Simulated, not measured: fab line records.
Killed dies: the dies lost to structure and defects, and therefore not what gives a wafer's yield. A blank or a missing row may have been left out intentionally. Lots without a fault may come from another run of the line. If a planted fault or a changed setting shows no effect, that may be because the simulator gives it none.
fab line records	flow nandHarc
[record] lots = 24	wafers = 72	lastDay = 33
route steps=1302 shown A_STAIRCASE@653
lots with no fault: from the same line, run without faults
startH: start of the lot's first displayed wafer, in hours after the record's first day	waitH: hours elapsed since this lot's preceding step	" repeats the value in the row above	L1.1+2: a row that stands for several wafers	- no value, or no start was given	* or withheld: withheld	< > ~ a bound
route shown NAME@n: a module of which the file shows steps, and the number in the route of the first	usual: mean and standard deviation over wafers with no fault	same: alike in all rows	chamber/n: place in a boat	sites: the reading at each site	_std_site: standard deviation of those values	_edge_site: mean of outer sites minus mean of inner sites	radiusMm: for every site, how far away it sits from the centre of the wafer	mask NAME#n: copy n	behind: the tool/chamber that last shaped the wafer	hold: cause of the lot's hold/its duration in hours/its outcome	device: names the non-switching transistor (n, p or np)	end of line: at the end of the route, the tests of the same wafers	step lacking rows: just its recipe	killed: count of dies lost to structure and defects at first sort (not the wafer's yield)	map: dies across one wafer; x = killed, . = not, _ = none there
set.NAME: the setting that was run; set.NAME@STEP: the one run at that earlier step	model.NAME: the simulator's own value behind a step, which no gauge read
route steps across a sampled set of lots; one table per step, one row per wafer
services: a tool's chamber out of use, with start hour (startH, from the record's first day; less than 0 if before it), hours out, and reason
[[steps]]
[step NHARC_A_STAIRCASE_STRIP_171]
[recipe] powerW = 1500	tempC = 250	chemistry = O2
[usual] drypumpMotorCurrentA = 5.71/0.18	heaterPowerW = 357/20
lot.wafer	tool	chamber	startH	waitH	drypumpMotorCurrentA	heaterPowerW	rfHoursCounterH
L075.1	plasmaAsher-01	0	353.79	-	5.77	362	0
L075.3	"	1	"	"	5.56	334	-
L075.6	"	1	"	"	5.56	330	-
L074.2	plasmaAsher-02	0	353.83	-	5.55	344	22
L074.3	"	0	"	"	5.54	356	-
L074.6	"	0	"	"	5.56	354	-
L076.3	plasmaAsher-01	1	377.71	-	5.55	338	-
L076.5	"	0	"	"	5.76	365	-
L076.6	"	1	"	"	5.57	328	-
L077.1	plasmaAsher-01	1	385.62	-	5.59	332	6
L077.3	"	0	"	"	5.75	348	-
L077.5	"	0	"	"	5.75	362	-
L078.2	plasmaAsher-02	1	394.78	-	5.93	393	30
L078.1	"	0	"	"	5.53	348	30
L078.5	"	1	"	"	5.90	385	-
L081.1	plasmaAsher-01	1	405.46	-	5.54	337	11
L081.2	"	0	"	"	5.79	347	11
L081.6	"	0	"	"	5.79	364	-
L079.1	plasmaAsher-02	1	405.49	-	5.94	381	30
L079.4	"	1	"	"	5.95	393	-
L079.3	"	0	"	"	5.54	344	-
L080.1	plasmaAsher-02	0	408.28	-	5.53	345	31
L080.3	"	0	"	"	5.53	344	-
L080.5	"	1	"	"	5.95	396	-
L082.1	plasmaAsher-01	1	432.32	-	5.55	330	17
L082.4	"	0	"	"	5.75	358	-
L082.5	"	1	"	"	5.58	338	-
L083.4	plasmaAsher-01	0	453.30	-	5.75	360	-
L083.5	"	0	"	"	5.77	357	-
L083.6	"	1	"	"	5.55	334	-
L085.2	plasmaAsher-02	0	456.37	-	5.53	345	2
L085.1	"	1	"	"	5.95	387	2
L085.6	"	1	"	"	5.97	388	-
L084.2	plasmaAsher-02	1	456.70	-	5.94	383	2
L084.4	"	1	"	"	5.94	386	-
L084.5	"	0	"	"	5.54	347	-
L086.2	plasmaAsher-02	0	466.24	-	5.54	349	6
L086.4	"	0	"	"	5.52	349	-
L086.3	"	1	"	"	5.95	387	-
L088.1	plasmaAsher-02	0	499.11	-	5.51	355	13
L088.3	"	1	"	"	5.94	392	-
L088.5	"	0	"	"	5.50	345	-
L087.1	plasmaAsher-01	1	499.80	-	5.55	329	29
L087.5	"	1	"	"	5.54	332	-
L087.6	"	0	"	"	5.78	360	-
L090.2	plasmaAsher-01	1	510.09	-	5.55	341	30
L090.1	"	0	"	"	5.77	354	30
L090.6	"	1	"	"	5.52	332	-
L089.3	plasmaAsher-02	1	510.37	-	5.92	393	-
L089.6	"	1	"	"	5.95	384	-
L089.5	"	0	"	"	5.53	348	-
L091.2	plasmaAsher-02	1	522.67	-	5.98	387	18
L091.4	"	1	"	"	5.97	386	-
L091.5	"	0	"	"	5.51	358	-
L093.1	plasmaAsher-02	0	543.70	-	5.56	349	24
L093.5	"	0	"	"	5.56	349	-
L093.6	"	1	"	"	5.96	386	-
L092.2	plasmaAsher-01	0	543.85	-	5.76	331	2
L092.5	"	0	"	"	5.76	345	-
L092.6	"	1	"	"	5.58	348	-
L094.1	plasmaAsher-01	1	564.19	-	5.51	353	6
L094.3	"	0	"	"	5.77	340	-
L094.6	"	1	"	"	5.52	350	-
L095.2	plasmaAsher-02	1	564.49	-	5.97	381	30
L095.1	"	0	"	"	5.50	351	30
L095.3	"	0	"	"	5.53	355	-
L097.1	plasmaAsher-01	0	576.36	-	5.77	344	9
L097.2	"	1	"	"	5.55	352	9
L097.3	"	0	"	"	5.77	334	-
L096.2	plasmaAsher-02	0	576.67	-	5.54	339	32
L096.1	"	1	"	"	5.97	382	32
L096.6	"	0	"	"	5.55	354	-
[step NHARC_A_STAIRCASE_ETCH_13]
[recipe] targetDepthA = 1000	timeS = 40.5	ionEnergyEv = 400	c4f8FlowSccm = 20	o2FlowSccm = 10	arFlowSccm = withheld	rfW = 600	biasW = 1000	chemistry = C4F8/O2
[usual] oesProductAu = 0.946/0.013	rfVppV = 895/4.7
lot.wafer	tool	chamber	startH	waitH	oesProductAu	rfHoursCounterH	rfVppV
L075.1	rieDiel-12	0	-	-	0.961	19	893
L075.3	"	1	"	"	0.959	21	897
L075.6	"	0	"	"	0.957	-	893
L074.2	rieDiel-05	2	-	-	0.949	42	893
L074.3	"	3	"	"	0.917	36	900
L074.6	"	0	"	"	0.939	-	894
L076.3	rieDiel-12	1	-	-	0.929	28	897
L076.5	"	2	"	"	0.945	-	897
L076.6	"	3	"	"	0.944	-	889
L077.3	rieDiel-03	1	-	-	0.951	32	898
L077.1	"	3	"	"	0.974	29	887
L077.5	"	1	"	"	0.948	-	896
L078.2	rieDiel-03	0	-	-	0.958	31	901
L078.1	"	1	"	"	0.942	34	898
L078.5	"	1	"	"	0.945	-	898
L079.4	rieDiel-12	0	-	-	0.966	37	890
L079.1	"	1	"	"	0.942	35	896
L079.3	"	2	"	"	0.980	41	897
L081.1	rieDiel-03	2	-	-	0.951	36	896
L081.2	"	1	"	"	0.941	37	897
L081.6	"	2	"	"	0.945	-	896
L080.1	rieDiel-12	2	-	-	0.942	42	896
L080.3	"	0	"	"	0.945	38	892
L080.5	"	2	"	"	0.942	-	897
L082.1	rieDiel-05	3	-	-	0.952	3	900
L082.4	"	1	"	"	0.956	8	888
L082.5	"	3	"	"	0.949	-	899
L083.4	rieDiel-05	0	-	-	0.941	10	893
L083.6	"	1	"	"	0.930	-	889
L083.5	"	2	"	"	0.935	-	896
L085.2	rieDiel-05	2	-	-	0.946	13	894
L085.1	"	1	"	"	0.948	13	888
L085.6	"	3	"	"	0.953	-	899
L084.4	rieDiel-05	2	-	-	0.948	13	897
L084.2	"	3	"	"	0.952	8	901
L084.5	"	2	"	"	0.929	-	895
L086.2	rieDiel-05	1	-	-	0.918	19	888
L086.3	"	3	"	"	0.921	13	899
L086.4	"	3	"	"	0.927	-	899
L088.1	rieDiel-12	2	-	-	0.962	16	896
L088.3	"	3	"	"	0.967	18	888
L088.5	"	1	"	"	0.946	-	896
L087.1	rieDiel-03	0	-	-	0.950	9	898
L087.6	"	3	"	"	0.956	-	906
L087.5	"	0	"	"	0.944	-	899
L090.2	rieDiel-03	2	-	-	0.947	14	896
L090.1	"	3	"	"	0.935	13	907
L090.6	"	0	"	"	0.951	-	900
L089.3	rieDiel-05	0	-	-	0.955	29	895
L089.5	"	0	"	"	0.966	-	893
L089.6	"	1	"	"	0.953	-	888
L091.4	rieDiel-05	1	-	-	0.937	37	888
L091.2	"	0	"	"	0.946	32	894
L091.5	"	2	"	"	0.954	-	895
L093.1	rieDiel-12	0	-	-	0.941	33	892
L093.5	"	2	"	"	0.956	-	897
L093.6	"	3	"	"	0.949	-	886
L092.2	rieDiel-03	1	-	-	0.922	22	897
L092.5	"	1	"	"	0.932	-	897
L092.6	"	2	"	"	0.948	-	896
L094.3	rieDiel-03	3	-	-	0.963	31	906
L094.1	"	0	"	"	0.946	30	900
L094.6	"	1	"	"	0.949	-	896
L095.3	rieDiel-03	2	-	-	0.937	35	895
L095.2	"	3	"	"	0.938	31	905
L095.1	"	0	"	"	0.937	31	899
L097.1	rieDiel-05	2	-	-	0.948	47	895
L097.2	"	3	"	"	0.945	50	899
L097.3	"	0	"	"	0.971	47	894
L096.2	rieDiel-05	3	-	-	0.924	50	900
L096.1	"	0	"	"	0.952	47	893
L096.6	"	2	"	"	0.932	-	894
[step NHARC_A_STAIRCASE_ETCH_17]
[recipe] targetDepthA = 1000	timeS = 40.5	ionEnergyEv = 400	c4f8FlowSccm = 20	o2FlowSccm = 10	arFlowSccm = withheld	rfW = 600	biasW = 1000	chemistry = C4F8/O2
[usual] oesProductAu = 0.945/0.011	rfVppV = 895/4.8
lot.wafer	tool	chamber	startH	waitH	oesProductAu	rfHoursCounterH	rfVppV
L075.1	rieDiel-12	2	-	-	0.939	28	897
L075.3	"	3	"	"	0.933	27	888
L075.6	"	0	"	"	0.944	-	892
L074.2	rieDiel-05	0	-	-	0.950	38	896
L074.3	"	1	"	"	0.942	44	888
L074.6	"	3	"	"	0.932	-	900
L076.3	rieDiel-12	3	-	-	0.935	36	887
L076.6	"	2	"	"	0.960	-	898
L076.5	"	3	"	"	0.941	-	888
L077.1	rieDiel-03	2	-	-	0.968	32	896
L077.3	"	0	"	"	0.954	30	901
L077.5	"	2	"	"	0.968	-	897
L078.2	rieDiel-03	0	-	-	0.955	31	900
L078.1	"	3	"	"	0.942	31	885
L078.5	"	0	"	"	0.954	-	901
L079.1	rieDiel-12	1	-	-	0.942	35	899
L079.4	"	2	"	"	0.956	41	898
L079.3	"	3	"	"	0.951	44	889
L081.2	rieDiel-03	0	-	-	0.935	32	901
L081.1	"	2	"	"	0.935	37	895
L081.6	"	2	"	"	0.928	-	898
L080.1	rieDiel-12	2	-	-	0.952	43	898
L080.3	"	0	"	"	0.959	38	892
L080.5	"	2	"	"	0.948	-	897
L082.4	rieDiel-05	1	-	-	0.942	9	887
L082.1	"	2	"	"	0.941	8	895
L082.5	"	3	"	"	0.947	-	900
L083.4	rieDiel-05	2	-	-	0.925	13	896
L083.6	"	0	"	"	0.949	-	895
L083.5	"	1	"	"	0.933	-	888
L085.1	rieDiel-05	1	-	-	0.933	13	889
L085.2	"	3	"	"	0.942	9	898
L085.6	"	1	"	"	0.945	-	889
L084.4	rieDiel-12	0	-	-	0.971	0	891
L084.2	"	1	"	"	0.947	0	896
L084.5	"	0	"	"	0.962	-	891
L086.3	rieDiel-05	1	-	-	0.935	20	888
L086.2	"	3	"	"	0.942	13	900
L086.4	"	0	"	"	0.947	-	894
L088.3	rieDiel-12	2	-	-	0.948	17	896
L088.1	"	3	"	"	0.951	18	888
L088.5	"	2	"	"	0.931	-	897
L087.1	rieDiel-03	3	-	-	0.949	9	907
L087.6	"	2	"	"	0.938	-	897
L087.5	"	3	"	"	0.960	-	906
L090.1	rieDiel-03	2	-	-	0.942	14	896
L090.2	"	3	"	"	0.954	13	906
L090.6	"	3	"	"	0.947	-	906
L089.3	rieDiel-05	2	-	-	0.945	22	895
L089.5	"	0	"	"	0.968	-	893
L089.6	"	1	"	"	0.956	-	888
L091.2	rieDiel-05	0	-	-	0.969	32	894
L091.4	"	2	"	"	0.943	26	895
L091.5	"	1	"	"	0.946	-	887
L093.1	rieDiel-12	1	-	-	0.943	32	895
L093.6	"	1	"	"	0.936	-	895
L093.5	"	2	"	"	0.937	-	896
L092.2	rieDiel-03	1	-	-	0.939	22	897
L092.5	"	0	"	"	0.951	-	899
L092.6	"	1	"	"	0.931	-	897
L094.1	rieDiel-03	0	-	-	0.949	31	899
L094.3	"	1	"	"	0.935	26	897
L094.6	"	3	"	"	0.940	-	905
L095.2	rieDiel-03	2	-	-	0.938	35	895
L095.1	"	3	"	"	0.938	31	907
L095.3	"	0	"	"	0.945	31	899
L097.2	rieDiel-05	0	-	-	0.948	47	894
L097.3	"	2	"	"	0.946	47	895
L097.1	"	3	"	"	0.928	51	898
L096.1	rieDiel-05	3	-	-	0.921	51	898
L096.2	"	1	"	"	0.926	54	888
L096.6	"	3	"	"	0.922	-	899
[step NHARC_A_STAIRCASE_STRIP_175]
[recipe] powerW = 1500	tempC = 250	chemistry = O2
[usual] drypumpMotorCurrentA = 5.71/0.17	heaterPowerW = 355/20
lot.wafer	tool	chamber	startH	waitH	drypumpMotorCurrentA	heaterPowerW	rfHoursCounterH
L075.1	plasmaAsher-01	1	357.54	0.1	5.56	324	1
L075.3	"	0	"	"	5.77	360	-
L075.6	"	1	"	"	5.60	318	-
L074.2	plasmaAsher-02	0	357.72	0.1	5.54	356	23
L074.3	"	0	"	"	5.54	339	-
L074.6	"	0	"	"	5.56	343	-
L076.3	plasmaAsher-01	0	381.41	0.2	5.78	346	-
L076.5	"	1	"	"	5.55	328	-
L076.6	"	0	"	"	5.78	355	-
L077.1	plasmaAsher-02	0	389.30	0.1	5.55	351	29
L077.3	"	1	"	"	5.96	381	-
L077.5	"	0	"	"	5.54	346	-
L078.1	plasmaAsher-01	1	398.65	0.1	5.55	317	8
L078.2	"	0	"	"	5.77	347	8
L078.5	"	0	"	"	5.79	358	-
L079.1	plasmaAsher-02	0	409.32	0.1	5.53	342	31
L079.4	"	1	"	"	5.97	381	-
L079.3	"	0	"	"	5.57	344	-
L081.1	plasmaAsher-02	1	410.35	0.1	5.96	386	32
L081.2	"	0	"	"	5.54	349	32
L081.6	"	1	"	"	5.96	384	-
L080.1	plasmaAsher-01	0	412.66	0.1	5.76	351	13
L080.3	"	0	"	"	5.78	363	-
L080.5	"	1	"	"	5.56	328	-
L082.1	plasmaAsher-01	1	436.01	0.1	5.62	337	19
L082.4	"	1	"	"	5.58	323	-
L082.5	"	1	"	"	5.57	336	-
L083.4	plasmaAsher-01	1	457.54	0.2	5.57	337	-
L083.6	"	0	"	"	5.78	350	-
L083.5	"	1	"	"	5.57	332	-
L085.2	plasmaAsher-02	1	463.08	0.1	5.95	376	5
L085.1	"	0	"	"	5.55	349	5
L085.6	"	1	"	"	5.97	391	-
L084.2	plasmaAsher-02	0	463.41	0.1	5.54	349	5
L084.4	"	1	"	"	5.97	382	-
L084.5	"	0	"	"	5.52	345	-
L086.2	plasmaAsher-01	1	470.07	0.1	5.56	333	25
L086.3	"	1	"	"	5.53	334	-
L086.4	"	0	"	"	5.76	349	-
L088.1	plasmaAsher-02	1	503.17	0.1	5.99	382	13
L088.3	"	0	"	"	5.54	340	-
L088.5	"	1	"	"	5.98	381	-
L087.1	plasmaAsher-01	1	504.20	0.1	5.57	333	29
L087.6	"	1	"	"	5.52	332	-
L087.5	"	0	"	"	5.78	363	-
L090.1	plasmaAsher-02	0	514.03	0.1	5.55	348	16
L090.2	"	1	"	"	5.97	373	16
L090.6	"	0	"	"	5.55	348	-
L089.3	plasmaAsher-01	0	514.66	0.2	5.79	365	-
L089.5	"	1	"	"	5.56	325	-
L089.6	"	0	"	"	5.78	361	-
L091.2	plasmaAsher-02	1	526.33	0.1	5.96	383	20
L091.4	"	0	"	"	5.56	347	-
L091.5	"	1	"	"	5.94	383	-
L092.2	plasmaAsher-02	0	548.25	0.1	5.55	346	25
L092.5	"	0	"	"	5.54	351	-
L092.6	"	1	"	"	5.95	389	-
L093.1	plasmaAsher-02	1	548.84	0.1	5.94	390	25
L093.6	"	0	"	"	5.52	346	-
L093.5	"	1	"	"	5.95	372	-
L094.1	plasmaAsher-02	1	568.00	0.1	5.97	390	30
L094.3	"	1	"	"	5.94	391	-
L094.6	"	0	"	"	5.53	350	-
L095.2	plasmaAsher-01	0	569.43	0.1	5.77	341	7
L095.1	"	1	"	"	5.56	352	7
L095.3	"	0	"	"	5.78	337	-
L097.2	plasmaAsher-01	0	580.47	0.1	5.76	334	10
L097.1	"	1	"	"	5.59	346	10
L097.3	"	1	"	"	5.54	354	-
L096.1	plasmaAsher-02	0	580.65	0.1	5.54	352	33
L096.2	"	1	"	"	5.94	380	33
L096.6	"	0	"	"	5.56	342	-
[step NHARC_A_STAIRCASE_ETCH_203]
[recipe] targetDepthA = 1000	timeS = 40.5	ionEnergyEv = 400	c4f8FlowSccm = 20	o2FlowSccm = 10	arFlowSccm = withheld	rfW = 600	biasW = 1000	chemistry = C4F8/O2
[usual] oesProductAu = 0.946/0.013	rfVppV = 895/5
lot.wafer	tool	chamber	startH	waitH	oesProductAu	rfHoursCounterH	rfVppV
L075.3	rieDiel-03	1	-	-	0.964	23	899
L075.1	"	2	"	"	0.958	20	899
L075.6	"	2	"	"	0.976	-	896
L074.3	rieDiel-03	0	-	-	0.951	22	900
L074.2	"	1	"	"	0.941	24	897
L074.6	"	0	"	"	0.956	-	900
L076.3	rieDiel-03	2	-	-	0.959	31	895
L076.6	"	3	"	"	0.955	-	886
L076.5	"	0	"	"	0.946	-	900
L077.1	rieDiel-03	2	-	-	0.947	33	896
L077.3	"	3	"	"	0.948	30	885
L077.5	"	2	"	"	0.953	-	895
L078.1	rieDiel-05	0	-	-	0.945	50	895
L078.2	"	2	"	"	0.940	53	896
L078.5	"	0	"	"	0.942	-	894
L079.4	rieDiel-03	0	-	-	0.934	37	899
L079.3	"	2	"	"	0.940	43	897
L079.1	"	3	"	"	0.931	38	886
L081.1	rieDiel-03	1	-	-	0.957	46	897
L081.2	"	3	"	"	0.943	40	884
L081.6	"	1	"	"	0.958	-	898
L080.1	rieDiel-12	0	-	-	0.954	46	891
L080.3	"	1	"	"	0.925	44	897
L080.5	"	1	"	"	0.924	-	896
L082.4	rieDiel-12	1	-	-	0.932	50	897
L082.1	"	2	"	"	0.952	56	897
L082.5	"	1	"	"	0.932	-	898
L083.4	rieDiel-12	2	-	-	0.934	5	897
L083.6	"	0	"	"	0.934	-	890
L083.5	"	1	"	"	0.934	-	896
L085.2	rieDiel-12	0	-	-	0.963	5	891
L085.1	"	2	"	"	0.938	7	898
L085.6	"	3	"	"	0.957	-	888
L084.2	rieDiel-05	0	-	-	0.944	15	895
L084.5	"	3	"	"	0.925	-	899
L084.4	"	1	"	"	0.925	-	887
L086.2	rieDiel-03	2	-	-	0.949	1	896
L086.3	"	3	"	"	0.953	1	906
L086.4	"	0	"	"	0.960	1	901
L088.3	rieDiel-12	1	-	-	0.931	20	898
L088.1	"	3	"	"	0.948	21	888
L088.5	"	0	"	"	0.954	-	891
L087.1	rieDiel-05	1	-	-	0.927	33	888
L087.6	"	2	"	"	0.932	-	895
L087.5	"	3	"	"	0.931	-	899
L090.2	rieDiel-05	1	-	-	0.924	35	888
L090.1	"	2	"	"	0.922	24	895
L090.6	"	1	"	"	0.924	-	887
L089.3	rieDiel-12	1	-	-	0.950	23	896
L089.5	"	0	"	"	0.956	-	890
L089.6	"	1	"	"	0.941	-	898
L091.4	rieDiel-03	1	-	-	0.943	11	899
L091.2	"	2	"	"	0.935	21	896
L091.5	"	0	"	"	0.968	-	900
L092.2	rieDiel-03	3	-	-	0.954	28	906
L092.6	"	0	"	"	0.962	-	900
L092.5	"	1	"	"	0.956	-	897
L093.1	rieDiel-12	3	-	-	0.957	37	889
L093.6	"	3	"	"	0.961	-	886
L093.5	"	0	"	"	0.961	-	891
L094.3	rieDiel-03	2	-	-	0.939	38	894
L094.1	"	3	"	"	0.953	34	905
L094.6	"	2	"	"	0.945	-	895
L095.3	rieDiel-05	3	-	-	0.930	49	899
L095.2	"	1	"	"	0.950	52	886
L095.1	"	2	"	"	0.949	45	894
L097.1	rieDiel-03	0	-	-	0.955	41	899
L097.3	"	1	"	"	0.952	34	898
L097.2	"	2	"	"	0.953	44	896
L096.2	rieDiel-12	2	-	-	0.926	48	896
L096.1	"	1	"	"	0.949	49	895
L096.6	"	2	"	"	0.934	-	896
[step NHARC_A_STAIRCASE_ETCH_221]
[recipe] targetDepthA = 1000	timeS = 40.5	ionEnergyEv = 400	c4f8FlowSccm = 20	o2FlowSccm = 10	arFlowSccm = withheld	rfW = 600	biasW = 1000	chemistry = C4F8/O2
[usual] oesProductAu = 0.937/0.015	rfVppV = 894/4.7
lot.wafer	tool	chamber	startH	waitH	oesProductAu	rfHoursCounterH	rfVppV
L075.3	rieDiel-05	2	-	-	0.918	45	895
L075.1	"	3	"	"	0.922	40	901
L075.6	"	2	"	"	0.934	-	894
L074.2	rieDiel-12	0	-	-	0.970	23	892
L074.3	"	1	"	"	0.941	24	898
L074.6	"	0	"	"	0.972	-	892
L076.3	rieDiel-05	1	-	-	0.920	51	887
L076.6	"	2	"	"	0.922	-	897
L076.5	"	3	"	"	0.915	-	899
L077.1	rieDiel-03	3	-	-	0.932	30	886
L077.3	"	1	"	"	0.937	33	899
L077.5	"	1	"	"	0.937	-	899
L078.2	rieDiel-12	2	-	-	0.922	40	897
L078.1	"	0	"	"	0.924	36	890
L078.5	"	1	"	"	0.923	-	897
L079.1	rieDiel-05	2	-	-	0.927	2	895
L079.3	"	0	"	"	0.936	2	894
L079.4	"	2	"	"	0.923	-	895
L081.2	rieDiel-03	2	-	-	0.938	46	896
L081.1	"	0	"	"	0.976	38	901
L081.6	"	2	"	"	0.938	-	897
L080.1	rieDiel-12	0	-	-	0.943	48	891
L080.3	"	1	"	"	0.917	46	896
L080.5	"	2	"	"	0.930	-	897
L082.4	rieDiel-05	2	-	-	0.934	10	894
L082.1	"	1	"	"	0.917	10	887
L082.5	"	3	"	"	0.930	-	900
L083.5	rieDiel-05	1	-	-	0.917	-	887
L083.6	"	3	"	"	0.922	-	900
L083.4	"	0	"	"	0.934	-	895
L085.2	rieDiel-05	3	-	-	0.922	14	900
L085.1	"	1	"	"	0.915	20	888
L085.6	"	0	"	"	0.933	-	895
L084.2	rieDiel-05	0	-	-	0.932	16	894
L084.5	"	1	"	"	0.925	-	887
L084.4	"	0	"	"	0.936	-	894
L086.3	rieDiel-05	0	-	-	0.946	18	894
L086.2	"	1	"	"	0.941	22	888
L086.4	"	1	"	"	0.930	-	886
L088.3	rieDiel-03	0	-	-	0.955	11	899
L088.1	"	2	"	"	0.947	13	895
L088.5	"	2	"	"	0.949	-	895
L087.1	rieDiel-05	2	-	-	0.917	21	895
L087.6	"	1	"	"	0.924	-	888
L087.5	"	2	"	"	0.909	-	895
L090.2	rieDiel-12	3	-	-	0.954	27	887
L090.1	"	0	"	"	0.951	25	890
L090.6	"	3	"	"	0.950	-	889
L089.3	rieDiel-12	2	-	-	0.937	24	898
L089.6	"	3	"	"	0.932	-	889
L089.5	"	0	"	"	0.936	-	890
L091.2	rieDiel-12	2	-	-	0.937	26	896
L091.4	"	0	"	"	0.961	29	890
L091.5	"	3	"	"	0.949	-	888
L092.2	rieDiel-03	3	-	-	0.952	28	905
L092.6	"	0	"	"	0.965	-	899
L092.5	"	1	"	"	0.943	-	899
L093.1	rieDiel-05	1	-	-	0.930	49	888
L093.6	"	3	"	"	0.942	-	898
L093.5	"	0	"	"	0.952	-	895
L094.1	rieDiel-05	0	-	-	0.978	45	893
L094.3	"	3	"	"	0.936	49	896
L094.6	"	0	"	"	0.972	-	892
L095.1	rieDiel-05	1	-	-	0.940	53	886
L095.2	"	3	"	"	0.956	49	900
L095.3	"	0	"	"	0.959	46	892
L097.2	rieDiel-12	0	-	-	0.948	51	890
L097.1	"	1	"	"	0.943	49	895
L097.3	"	2	"	"	0.933	48	896
L096.1	rieDiel-12	1	-	-	0.940	49	895
L096.2	"	2	"	"	0.925	49	894
L096.6	"	0	"	"	0.954	-	891
[[services]]
tool	chamber	startH	hours	kind
rieDiel-05	0	337.20	-	clean
rieDiel-05	1	337.20	-	clean
rieDiel-05	2	337.20	-	clean
rieDiel-05	3	337.20	-	clean
plasmaAsher-01	-	342.18	9.0	pm
rieDiel-05	0	361.70	-	clean
rieDiel-12	-	376.64	0.5	repair
rieDiel-03	2	394.33	1.7	repair
plasmaAsher-02	-	397.19	6.7	repair
rieDiel-03	0	400.29	7.5	repair
rieDiel-12	3	401.05	5.6	repair
rieDiel-05	-	407.07	9.0	pm
plasmaAsher-02	-	426.32	9.0	pm
rieDiel-12	-	447.42	9.0	pm
rieDiel-03	2	453.37	4.3	repair
rieDiel-12	-	458.24	0.5	repair
rieDiel-05	2	464.84	31.8	repair
plasmaAsher-01	-	487.02	7.0	repair
rieDiel-03	1	502.74	20.3	repair
plasmaAsher-01	-	519.18	9.0	pm
rieDiel-12	-	536.03	2.2	repair
plasmaAsher-02	-	568.63	3.5	repair
rieDiel-12	2	569.33	2.6	repair
rieDiel-05	-	584.74	9.0	pm
[[key]]
fault none
